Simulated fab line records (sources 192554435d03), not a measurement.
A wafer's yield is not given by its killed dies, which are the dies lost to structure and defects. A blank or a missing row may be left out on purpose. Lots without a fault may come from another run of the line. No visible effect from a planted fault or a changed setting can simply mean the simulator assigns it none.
Which of the tools did it? / flow n5-finfet / 10 lots, 30 wafers sampled, at 4 steps of a route of 1938

== WHAT THE GAUGES SHOWED, per wafer ==
The record lacks any reading of a measuring or inspecting step that a usual standard deviation could be used to judge.

== EACH LOT AND THE TOOL THAT RAN IT (in order: tool; ch and the chambers of the sampled wafers; start) ==
lot=L897; N5_BEOL_M14_DEP_53=pecvd-02 ch 1,2, day 13 01:47; N5_BEOL_M15_ILD_DEP_00=pecvd-03 ch 0,2, day 13 01:55; N5_BEOL_M15_STRIP_63=rie-diel-05 ch 0,3, day 13 03:25 or earlier; N5_BEOL_M15_ETCH_57=rie-diel-06 ch 0,1, day 13 03:25
lot=L896; N5_BEOL_M14_DEP_53=pecvd-01 ch 0,1,2, day 14 04:19; N5_BEOL_M15_ILD_DEP_00=pecvd-03 ch 0,1,2, day 14 04:27; N5_BEOL_M15_STRIP_63=rie-diel-02 ch 1,3, day 14 05:42 or earlier; N5_BEOL_M15_ETCH_57=rie-diel-06 ch 0,1, day 14 05:42
lot=L898; N5_BEOL_M14_DEP_53=pecvd-04 ch 0,1, day 14 10:17; N5_BEOL_M15_ILD_DEP_00=pecvd-02 ch 0,1, day 14 10:25; N5_BEOL_M15_STRIP_63=rie-diel-05 ch 0,2,3, day 14 11:39 or earlier; N5_BEOL_M15_ETCH_57=rie-diel-02 ch 1,2,3, day 14 11:39
lot=L899; N5_BEOL_M14_DEP_53=pecvd-02 ch 0,1, day 14 21:49; N5_BEOL_M15_ILD_DEP_00=pecvd-01 ch 0,1,2, day 14 21:57; N5_BEOL_M15_STRIP_63=rie-diel-06 ch 1,2, day 14 23:14 or earlier; N5_BEOL_M15_ETCH_57=rie-diel-05 ch 0,2,3, day 14 23:14
lot=L904; N5_BEOL_M14_DEP_53=pecvd-02 ch 0,2, day 16 18:13; N5_BEOL_M15_ILD_DEP_00=pecvd-01 ch 0,1,2, day 16 18:21; N5_BEOL_M15_STRIP_63=rie-diel-06 ch 0,1,3, day 16 19:44 or earlier; N5_BEOL_M15_ETCH_57=rie-diel-05 ch 1,2,3, day 16 19:44
lot=L915; N5_BEOL_M14_DEP_53=pecvd-01 ch 0,2, day 18 02:14; N5_BEOL_M15_ILD_DEP_00=pecvd-01 ch 0,2, day 18 02:23; N5_BEOL_M15_STRIP_63=rie-diel-02 ch 0,1,3, day 18 04:12 or earlier; N5_BEOL_M15_ETCH_57=rie-diel-06 ch 1,2,3, day 18 04:12
lot=L913; N5_BEOL_M14_DEP_53=pecvd-01 ch 0,2, day 18 17:11; N5_BEOL_M15_ILD_DEP_00=pecvd-01 ch 0,1,2, day 18 17:19; N5_BEOL_M15_STRIP_63=rie-diel-06 ch 0,3, day 18 18:56 or earlier; N5_BEOL_M15_ETCH_57=rie-diel-02 ch 0,3, day 18 18:56
lot=L916; N5_BEOL_M14_DEP_53=pecvd-04 ch 0,2, day 18 21:40; N5_BEOL_M15_ILD_DEP_00=pecvd-01 ch 0,2, day 18 21:47; N5_BEOL_M15_STRIP_63=rie-diel-05 ch 0,1,2, day 18 23:02 or earlier; N5_BEOL_M15_ETCH_57=rie-diel-06 ch 0,2,3, day 18 23:02
lot=L919; N5_BEOL_M14_DEP_53=pecvd-04 ch 1, day 19 12:11; N5_BEOL_M15_ILD_DEP_00=pecvd-02 ch 0,2, day 19 12:20; N5_BEOL_M15_STRIP_63=rie-diel-02 ch 2,3, day 19 13:59 or earlier; N5_BEOL_M15_ETCH_57=rie-diel-02 ch 1,2,3, day 19 13:59
lot=L918; N5_BEOL_M14_DEP_53=pecvd-04 ch 0,1, day 20 04:36; N5_BEOL_M15_ILD_DEP_00=pecvd-01 ch 0,2, day 20 04:44; N5_BEOL_M15_STRIP_63=rie-diel-05 ch 0,3, day 20 06:06 or earlier; N5_BEOL_M15_ETCH_57=rie-diel-05 ch 0,3, day 20 06:06
- N5_BEOL_M14_DEP_53: deposits SiCN from 3MS/NH3, target thk 50 nm, time 17.8 s.
- N5_BEOL_M15_ILD_DEP_00: deposits SiO2 from TEOS/O2, target thk 1629.3 nm, time 346.1 s.
- N5_BEOL_M15_STRIP_63: strips in O2.
- N5_BEOL_M15_ETCH_57: etches SOC in N2/H2, time 750 s.

== AS READ BY THE TOOLS THEMSELVES (means over the sampled wafers that have a number; for cases with no such wafer, the mark the record gives instead) ==
N5_BEOL_M14_DEP_53. Usual: showerhead-plenum-p-Torr 4.145 Torr, standard deviation 0.018; throttle-valve-pct 18.3 %, standard deviation 1.
lot=L897; tool=pecvd-02; showerhead-plenum-p-Torr (Torr)=4.137; throttle-valve-pct (%)=17.6; flag=
lot=L896; tool=pecvd-01; showerhead-plenum-p-Torr (Torr)=4.156; throttle-valve-pct (%)=18.2; flag=
lot=L898; tool=pecvd-04; showerhead-plenum-p-Torr (Torr)=4.125; throttle-valve-pct (%)=18.7; flag=
lot=L899; tool=pecvd-02; showerhead-plenum-p-Torr (Torr)=4.134; throttle-valve-pct (%)=18.9; flag=
lot=L904; tool=pecvd-02; showerhead-plenum-p-Torr (Torr)=4.141; throttle-valve-pct (%)=18.1; flag=
lot=L915; tool=pecvd-01; showerhead-plenum-p-Torr (Torr)=4.165; throttle-valve-pct (%)=17.9; flag=
lot=L913; tool=pecvd-01; showerhead-plenum-p-Torr (Torr)=4.167; throttle-valve-pct (%)=17.1; flag=
lot=L916; tool=pecvd-04; showerhead-plenum-p-Torr (Torr)=4.147; throttle-valve-pct (%)=18.9; flag=
lot=L919; tool=pecvd-04; showerhead-plenum-p-Torr (Torr)=4.144; throttle-valve-pct (%)=18.4; flag=
lot=L918; tool=pecvd-04; showerhead-plenum-p-Torr (Torr)=4.134; throttle-valve-pct (%)=18.7; flag=

N5_BEOL_M15_ILD_DEP_00. Usual: heater-power-w 483 W, standard deviation 97; showerhead-plenum-p-Torr 8.34 Torr, standard deviation 0.034; throttle-valve-pct 18.6 %, standard deviation 1.2.
lot=L897; tool=pecvd-03; heater-power-w (W)=462; showerhead-plenum-p-Torr (Torr)=8.36; throttle-valve-pct (%)=18.3; flag=
lot=L896; tool=pecvd-03; heater-power-w (W)=510; showerhead-plenum-p-Torr (Torr)=8.36; throttle-valve-pct (%)=19.0; flag=
lot=L898; tool=pecvd-02; heater-power-w (W)=485; showerhead-plenum-p-Torr (Torr)=8.29; throttle-valve-pct (%)=19.8; flag=
lot=L899; tool=pecvd-01; heater-power-w (W)=464; showerhead-plenum-p-Torr (Torr)=8.35; throttle-valve-pct (%)=18.7; flag=
lot=L904; tool=pecvd-01; heater-power-w (W)=461; showerhead-plenum-p-Torr (Torr)=8.34; throttle-valve-pct (%)=18.7; flag=
lot=L915; tool=pecvd-01; heater-power-w (W)=433; showerhead-plenum-p-Torr (Torr)=8.36; throttle-valve-pct (%)=17.7; flag=
lot=L913; tool=pecvd-01; heater-power-w (W)=476; showerhead-plenum-p-Torr (Torr)=8.34; throttle-valve-pct (%)=17.6; flag=
lot=L916; tool=pecvd-01; heater-power-w (W)=434; showerhead-plenum-p-Torr (Torr)=8.35; throttle-valve-pct (%)=17.8; flag=
lot=L919; tool=pecvd-02; heater-power-w (W)=610; showerhead-plenum-p-Torr (Torr)=8.33; throttle-valve-pct (%)=18.9; flag=
lot=L918; tool=pecvd-01; heater-power-w (W)=496; showerhead-plenum-p-Torr (Torr)=8.36; throttle-valve-pct (%)=17.6; flag=

N5_BEOL_M15_STRIP_63. Usual: drypump-motor-current-A 5.6 A, standard deviation 0.34; oes-product-au 0.79 a.u., standard deviation 0.091; rf-vpp-V 3.6 V, standard deviation 0.7; showerhead-plenum-p-Torr 2.08 Torr, standard deviation 0.087; throttle-valve-pct 16.68 %, standard deviation 0.24.
lot=L897; tool=rie-diel-05; drypump-motor-current-A (A)=5.8; oes-product-au (a.u.)=0.93; rf-vpp-V (V)=3.0; showerhead-plenum-p-Torr (Torr)=2.11; throttle-valve-pct (%)=16.67; flag=
lot=L896; tool=rie-diel-02; drypump-motor-current-A (A)=5.6; oes-product-au (a.u.)=0.84; rf-vpp-V (V)=3.7; showerhead-plenum-p-Torr (Torr)=2.07; throttle-valve-pct (%)=16.54; flag=
lot=L898; tool=rie-diel-05; drypump-motor-current-A (A)=5.6; oes-product-au (a.u.)=0.84; rf-vpp-V (V)=4.3; showerhead-plenum-p-Torr (Torr)=2.06; throttle-valve-pct (%)=16.87; flag=
lot=L899; tool=rie-diel-06; drypump-motor-current-A (A)=5.8; oes-product-au (a.u.)=0.88; rf-vpp-V (V)=3.9; showerhead-plenum-p-Torr (Torr)=2.10; throttle-valve-pct (%)=16.52; flag=
lot=L904; tool=rie-diel-06; drypump-motor-current-A (A)=5.7; oes-product-au (a.u.)=0.82; rf-vpp-V (V)=3.5; showerhead-plenum-p-Torr (Torr)=2.01; throttle-valve-pct (%)=16.80; flag=
lot=L915; tool=rie-diel-02; drypump-motor-current-A (A)=5.4; oes-product-au (a.u.)=0.76; rf-vpp-V (V)=3.4; showerhead-plenum-p-Torr (Torr)=2.06; throttle-valve-pct (%)=16.62; flag=
lot=L913; tool=rie-diel-06; drypump-motor-current-A (A)=5.8; oes-product-au (a.u.)=0.94; rf-vpp-V (V)=3.7; showerhead-plenum-p-Torr (Torr)=2.10; throttle-valve-pct (%)=16.66; flag=
lot=L916; tool=rie-diel-05; drypump-motor-current-A (A)=5.5; oes-product-au (a.u.)=0.75; rf-vpp-V (V)=4.1; showerhead-plenum-p-Torr (Torr)=2.03; throttle-valve-pct (%)=16.90; flag=
lot=L919; tool=rie-diel-02; drypump-motor-current-A (A)=5.8; oes-product-au (a.u.)=0.71; rf-vpp-V (V)=3.1; showerhead-plenum-p-Torr (Torr)=2.07; throttle-valve-pct (%)=16.56; flag=
lot=L918; tool=rie-diel-05; drypump-motor-current-A (A)=5.7; oes-product-au (a.u.)=0.85; rf-vpp-V (V)=2.9; showerhead-plenum-p-Torr (Torr)=2.09; throttle-valve-pct (%)=16.78; flag=

N5_BEOL_M15_ETCH_57. Usual: drypump-motor-current-A 5.6 A, standard deviation 0.34; h2-flow-sccm 200.0 sccm, standard deviation 0.63; oes-product-au 0.80 a.u., standard deviation 0.097; rf-vpp-V 523 V, standard deviation 3.2; showerhead-plenum-p-Torr 2.52 Torr, standard deviation 0.11; throttle-valve-pct 17.84 %, standard deviation 0.26.
lot=L897; tool=rie-diel-06; drypump-motor-current-A (A)=5.7; h2-flow-sccm (sccm)=200.1; oes-product-au (a.u.)=0.83; rf-vpp-V (V)=521; showerhead-plenum-p-Torr (Torr)=2.46; throttle-valve-pct (%)=17.95; flag=
lot=L896; tool=rie-diel-06; drypump-motor-current-A (A)=5.8; h2-flow-sccm (sccm)=199.9; oes-product-au (a.u.)=0.76; rf-vpp-V (V)=521; showerhead-plenum-p-Torr (Torr)=2.43; throttle-valve-pct (%)=18.06; flag=
lot=L898; tool=rie-diel-02; drypump-motor-current-A (A)=5.7; h2-flow-sccm (sccm)=200.0; oes-product-au (a.u.)=0.79; rf-vpp-V (V)=524; showerhead-plenum-p-Torr (Torr)=2.52; throttle-valve-pct (%)=17.67; flag=
lot=L899; tool=rie-diel-05; drypump-motor-current-A (A)=5.6; h2-flow-sccm (sccm)=200.4; oes-product-au (a.u.)=0.84; rf-vpp-V (V)=522; showerhead-plenum-p-Torr (Torr)=2.51; throttle-valve-pct (%)=18.04; flag=
lot=L904; tool=rie-diel-05; drypump-motor-current-A (A)=5.4; h2-flow-sccm (sccm)=199.8; oes-product-au (a.u.)=0.84; rf-vpp-V (V)=523; showerhead-plenum-p-Torr (Torr)=2.51; throttle-valve-pct (%)=18.04; flag=
lot=L915; tool=rie-diel-06; drypump-motor-current-A (A)=5.8; h2-flow-sccm (sccm)=199.7; oes-product-au (a.u.)=0.88; rf-vpp-V (V)=524; showerhead-plenum-p-Torr (Torr)=2.55; throttle-valve-pct (%)=17.75; flag=
lot=L913; tool=rie-diel-02; drypump-motor-current-A (A)=5.1; h2-flow-sccm (sccm)=199.9; oes-product-au (a.u.)=0.70; rf-vpp-V (V)=523; showerhead-plenum-p-Torr (Torr)=2.51; throttle-valve-pct (%)=17.68; flag=
lot=L916; tool=rie-diel-06; drypump-motor-current-A (A)=5.9; h2-flow-sccm (sccm)=200.2; oes-product-au (a.u.)=0.92; rf-vpp-V (V)=527; showerhead-plenum-p-Torr (Torr)=2.63; throttle-valve-pct (%)=17.69; flag=
lot=L919; tool=rie-diel-02; drypump-motor-current-A (A)=5.7; h2-flow-sccm (sccm)=200.5; oes-product-au (a.u.)=0.75; rf-vpp-V (V)=522; showerhead-plenum-p-Torr (Torr)=2.51; throttle-valve-pct (%)=17.74; flag=
lot=L918; tool=rie-diel-05; drypump-motor-current-A (A)=5.8; h2-flow-sccm (sccm)=199.1; oes-product-au (a.u.)=0.84; rf-vpp-V (V)=523; showerhead-plenum-p-Torr (Torr)=2.51; throttle-valve-pct (%)=17.89; flag=

== THE ANSWER, worked out from the rows above alone ==
Rule: take the mean of a lot's wafers that have a number; if it is more than 3 standard deviations from the usual mean, the lot is off. Also off: a lot with no number at a reading for which 4 or more lots have one. Where the step has rows for the other lots, those lots are counted as sound. Order of review: gauges by route order, followed by the tools' own readings, for which a lot's mean as printed above is used. At the first step where some lot is off, the reading lying furthest off is the one used; lots without a number count as furthest.
None of the lots is off at any reading shown; this tells nothing.

== WHAT WAS PUT IN BY THE SIMULATOR ==
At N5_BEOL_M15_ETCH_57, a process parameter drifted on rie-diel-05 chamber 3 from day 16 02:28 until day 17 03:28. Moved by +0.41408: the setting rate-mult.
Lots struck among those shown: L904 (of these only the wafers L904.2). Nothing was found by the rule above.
